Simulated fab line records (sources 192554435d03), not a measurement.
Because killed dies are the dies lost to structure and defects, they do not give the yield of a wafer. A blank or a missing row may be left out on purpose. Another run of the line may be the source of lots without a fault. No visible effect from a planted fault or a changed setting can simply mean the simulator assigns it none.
Struck lot and sound lot, side by side | flow n5_finfet | 17 out of 1938 route steps
Sound: the wafers L542.1, L542.2, L542.4. Struck: wafers L551.3, L551.5 (left out: L551.6, a lot-mate that was not struck); the cause follows at the end.
At each step with rows: each side's tool, then ch and its chambers, then its first start. Under that, the readings that differ: sound wafers | struck wafers | difference of the means | sigmas: that difference in standard deviations of wafers without a fault.
alike: a reading whose means differ by less than 2 such deviations, as well as words and numbers matching on both sides. not compared: withheld readings; readings where some wafer has no value; bounds like >300 that might hide an equal value; numbers whose values overlap and for which the record gives no deviation.
Wherever a step has rows on one side only, a row that says differs or no value, or a row with sigmas, the two part there. Numbers that don't overlap but have no deviation are shown without sigmas and don't part them. A reading that every wafer of one side lacks parts them only if that side has two wafers or more.

N5_FIN_SAQP_HM_DEP_72: deposits SiO2 from SiH4/N2O, target thk 12 nm, time 7.2 s.
  sound on pecvd-04 ch 0,1, day 3 03:32; struck on pecvd-04 ch 0,1, day 5 09:25
  alike: heater_power_outer_w, heater_power_w, showerhead_plenum_p_Torr, showerhead_vpp_V
then, 8 steps without rows for these wafers: N5_FIN_SAQP_COAT_49 (time 60 s, resist thk 100 nm); N5_FIN_SAQP_COAT_50 (time 60 s, resist thk 35 nm); N5_FIN_SAQP_COAT_10 (resist thk 90 nm); N5_FIN_SAQP_EBR_12; N5_FIN_SAQP_SOFTBAKE_11 (time 60 s); N5_FIN_SAQP_EXPOSE_13 (exposes mask FIN CORE, target cd 35.6 nm); N5_FIN_SAQP_PEB_14 (peb time 60 s); N5_FIN_SAQP_DEVELOP_15 (develop time 30 s).
N5_FIN_SAQP_CD_MEAS_16 targets a cd of 35.6 nm.
  sound on cd_sem-03 ch 0, day 3 03:53; struck on cd_sem-03 ch 0, day 5 09:52
  alike: cd_nm
N5_FIN_SAQP_OVL_MEAS_17:
  sound on overlay-02 ch 0, day 3 03:55; struck on overlay-02 ch 0, day 5 09:55
  alike: FIN_CORE_OVL
N5_FIN_SAQP_INSPECT_18: inspects for defects (brightfield).
  sound: defect_inspect-01 at day 3 03:56; struck: defect_inspect-01 at day 5 09:56
  alike: raw_defect_count
N5_FIN_SAQP_DESCUM_21: chemistry O2, time 7.9 s.
  sound on rie_diel-04 ch 0,1,2, day 3 03:59; struck on rie_diel-04 ch 1,3, day 5 09:58
  reading                                       | sound           | struck      | difference | sigmas
  model.CAR-ArF_of_FIN_SAQP_COAT_10.thk_nm (nm) | 83.75 83.7 83.5 | 84.72 84.85 | +1.13      |
  alike: bias_power_w, drypump_motor_current_A, oes_product_au, rf_vpp_V, showerhead_plenum_p_Torr, throttle_valve_pct
  not compared: rf_hours_counter_h
N5_FIN_SAQP_ETCH_51: etches SiARC in CF4, target depth 45.5 nm, time 75.8 s.
  sound on rie_diel-04 ch 0,1,2, day 3 04:01; struck on rie_diel-04 ch 1,3, day 5 10:00
  reading                                       | sound             | struck      | difference | sigmas
  model.CAR-ArF_of_FIN_SAQP_COAT_10.thk_nm (nm) | 51.15 51.03 50.91 | 52.01 52.04 | +0.99      |
  alike: drypump_motor_current_A, etch_rf_on_time_s, oes_product_au, rf_vpp_V, showerhead_plenum_p_Torr, throttle_valve_pct
  not compared: rf_hours_counter_h
N5_FIN_SAQP_ETCH_52: etches SOC in N2/H2, target depth 100 nm, overetch 20 nm, time 150 s.
  sound on rie_diel-04 ch 0,1,2, day 3 04:04; struck on rie_diel-04 ch 1,3, day 5 10:04
  alike: drypump_motor_current_A, oes_product_au, rf_vpp_V, showerhead_plenum_p_Torr, throttle_valve_pct
  not compared: rf_hours_counter_h
-- record jumps: 6 days separate the struck wafers' starts on either side; left off in module FIN_SAQP, taken up again in module BEOL_M4, whose first shown step is the route's number 1111 --
N5_BEOL_M4_RC_MEAS_101:
  sound on prober-01 ch 0, day 8 20:08; struck on prober-01 ch 0, day 11 06:01
  alike: DIBL_N, DIBL_P, IOFF_N, IOFF_P, ION_N, ION_P, SS_N, SS_P, VT_N, VT_P
N5_PASSIVATION_PROBE_49:
  sound wafers here have rows in the record (prober-01, day 12 21:37); struck ones have none

## WHERE THEY PART
Only at N5_PASSIVATION_PROBE_49, as far as this record shows.

WHY: what the simulator had put in
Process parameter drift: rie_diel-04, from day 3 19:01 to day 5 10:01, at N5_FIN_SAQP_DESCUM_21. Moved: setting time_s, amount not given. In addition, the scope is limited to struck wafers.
